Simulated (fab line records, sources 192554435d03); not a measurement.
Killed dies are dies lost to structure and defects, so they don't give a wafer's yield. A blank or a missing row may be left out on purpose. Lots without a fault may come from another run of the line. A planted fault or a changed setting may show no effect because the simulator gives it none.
A struck lot beside a sound one | flow n5_finfet | 42 steps out of a route of 1938
Sound: wafers L978.2, L978.4, L978.6. Struck: wafer L990.4. (L990.2, L990.6 of the same lot were not struck and are left out.) The cause comes at the end.
At each step with rows: each side's tool, then ch and its chambers, then its first start. Under that, the readings that differ: sound wafers | struck wafers | difference of the means | sigmas: that difference in standard deviations of wafers without a fault.
alike: readings whose means differ by less than 2 such deviations, and words and numbers that are the same on both sides. not compared: withheld readings, readings that some wafer has no value for, bounds like >300 that may hide the same value, and numbers for which the record gives no deviation and whose values overlap.
The two part at a step that has a row with sigmas, a row that says differs or no value, or rows on one side only. Numbers that don't overlap but have no deviation are shown without sigmas and don't part them. A reading that every wafer of one side lacks parts them only if that side has two wafers or more.

first, 4 steps without rows for these wafers: N5_BEOL_M4_STRIP_36 (strips in N2/H2); N5_BEOL_M4_TRENCH_ETCH_37 (etches SiOC in C4F6/O2, target depth 55.555 nm, time 29.2 s); N5_BEOL_M4_ETCH_41 (etches SiCN in CH3F/O2, target depth 29.9 nm, time 52.5 s); N5_BEOL_M4_STRIP_97 (strips in N2/H2, time 10 s).
N5_BEOL_M4_OCD_MEAS_38:
  sound on ocd-02, day 7 20:56; struck on ocd-02, day 11 10:05
  alike: trench_depth_nm
then, 4 steps without rows for these wafers: N5_BEOL_M4_HM_STRIP_39 (strips TiN in peroxide tin strip, target depth 25 nm, time 158 s); N5_BEOL_M4_SRD_40 (time 30 s); N5_BEOL_M4_PRECLEAN_42 (cleans in residue remover, time 60 s); N5_BEOL_M4_SRD_43 (time 30 s).
N5_BEOL_M4_CD_MEAS_35: target cd 18 nm, target cd y 22.4 nm.
  sound on cd_sem-01, day 7 21:05; struck on cd_sem-01, day 11 10:14
  alike: cd_nm
then, 2 steps without rows for these wafers: N5_BEOL_M4_DEGAS_44 (time 60 s); N5_BEOL_M4_PRE_CLEAN_45 (time 30 s).
N5_BEOL_M4_ALD_84: deposits TaN, pulse time 2 s, purge time 3 s, co reactant purge time 2 s.
  sound on ald_metal-03 ch 0,1,3, day 7 21:42; struck on ald_metal-03 ch 3, day 11 10:30
  alike: heater_power_outer_w, heater_power_w, precursor_vessel_pressure_torr
then, 2 steps without rows for these wafers: N5_BEOL_M4_SURFACE_TREAT_85; N5_BEOL_M4_CVD_47 (deposits Co from CCTBA/H2, target thk 3 nm, time 223.8 s).
N5_BEOL_M4_SPUTTER_48: material Cu, target thk 4.5 nm, time 8.29 s.
  sound on pvd_sputter-03, day 7 22:13; struck on pvd_sputter-03, day 11 11:11
  alike: throttle_valve_pct
N5_BEOL_M4_ANNEAL_49: time 240 s.
  sound on pvd_sputter-03, day 7 22:17; struck on pvd_sputter-03, day 11 11:16
  alike: heater_power_w
then, 7 steps without rows for these wafers: N5_BEOL_M4_SPUTTER_79 (material Cu, target thk 4.5 nm, time 8.29 s); N5_BEOL_M4_ANNEAL_80 (time 240 s); N5_BEOL_M4_SPUTTER_81 (material Cu, target thk 4.5 nm, time 8.29 s); N5_BEOL_M4_ANNEAL_82 (time 240 s); N5_BEOL_M4_SPUTTER_86 (material Cu, target thk 4.5 nm, time 8.29 s); N5_BEOL_M4_ANNEAL_87 (time 240 s); N5_BEOL_M4_SPUTTER_88 (material Cu, target thk 4.5 nm, time 8.29 s).
N5_BEOL_M4_ANNEAL_89: time 240 s.
  sound on pvd_sputter-03, day 7 23:10; struck on pvd_sputter-03, day 11 12:08
  alike: heater_power_w
then, 2 steps without rows for these wafers: N5_BEOL_M4_SPUTTER_90 (material Cu, target thk 4.5 nm, time 8.29 s); N5_BEOL_M4_ANNEAL_91 (time 240 s).
N5_BEOL_M4_SPUTTER_92: material Cu, target thk 4.5 nm, time 8.29 s.
  sound on pvd_sputter-03, day 7 23:32; struck on pvd_sputter-03, day 11 12:30
  alike: throttle_valve_pct
then, 7 steps without rows for these wafers: N5_BEOL_M4_ANNEAL_93 (time 240 s); N5_BEOL_M4_SPUTTER_94 (material Cu, target thk 4.5 nm, time 8.29 s); N5_BEOL_M4_ANNEAL_95 (time 240 s); N5_BEOL_M4_SPUTTER_96 (material Cu, target thk 4.5 nm, time 8.29 s); N5_BEOL_M4_ECD_50 (material Cu, target thk 300 nm); N5_BEOL_M4_ANNEAL_51 (time 90 s); N5_BEOL_M4_CMP_52 (polishes, stops on SiOC, t overpolish 6.8 s, target thk 40 nm).
N5_BEOL_M4_THK_MEAS_53: measures by xrf.
  sound on film_metro-02, day 8 00:46; struck on film_metro-01, day 11 13:44
  reading     | sound          | struck | difference | sigmas
  M4_THK (nm) | 40.2 40.1 41.3 | 44.7   | +4.2       | +2
then, 1 step without rows for these wafers: N5_BEOL_M4_PRE_CLEAN_60 (time 15 s).
N5_BEOL_M4_CO_CAP_55: material Co, precursor CCTBA/H2, target thk 2 nm, time 102.1 s.
  sound on cvd_co-02 ch 0,1, day 8 00:50; struck on cvd_co-02 ch 2, day 11 13:49
  alike: heater_power_outer_w, heater_power_w
then, 2 steps without rows for these wafers: N5_BEOL_M4_PRE_CLEAN_56 (time 15 s); N5_BEOL_M4_DEP_57 (deposits SiCN from 3MS/NH3, target thk 8 nm, time 14 s).
N5_BEOL_M4_RS_MEAS_58: measures by four-point-probe.
  sound on film_metro-02, day 8 01:01; struck on film_metro-02, day 11 13:59
  alike: M4_RS
-- the record jumps here: 4 days lie between the struck wafers' starts before and after (it left off in module BEOL_M4 and takes up again in module PASSIVATION, whose first step shown is number 1936 of the route) --
N5_PASSIVATION_PROBE_49:
  the record has rows for the struck wafers here (prober-02, day 15 23:22) and none for the sound ones

WHERE THEY PART
First at N5_BEOL_M4_THK_MEAS_53; last, within this record, at N5_PASSIVATION_PROBE_49.

WHY: what the simulator had put in
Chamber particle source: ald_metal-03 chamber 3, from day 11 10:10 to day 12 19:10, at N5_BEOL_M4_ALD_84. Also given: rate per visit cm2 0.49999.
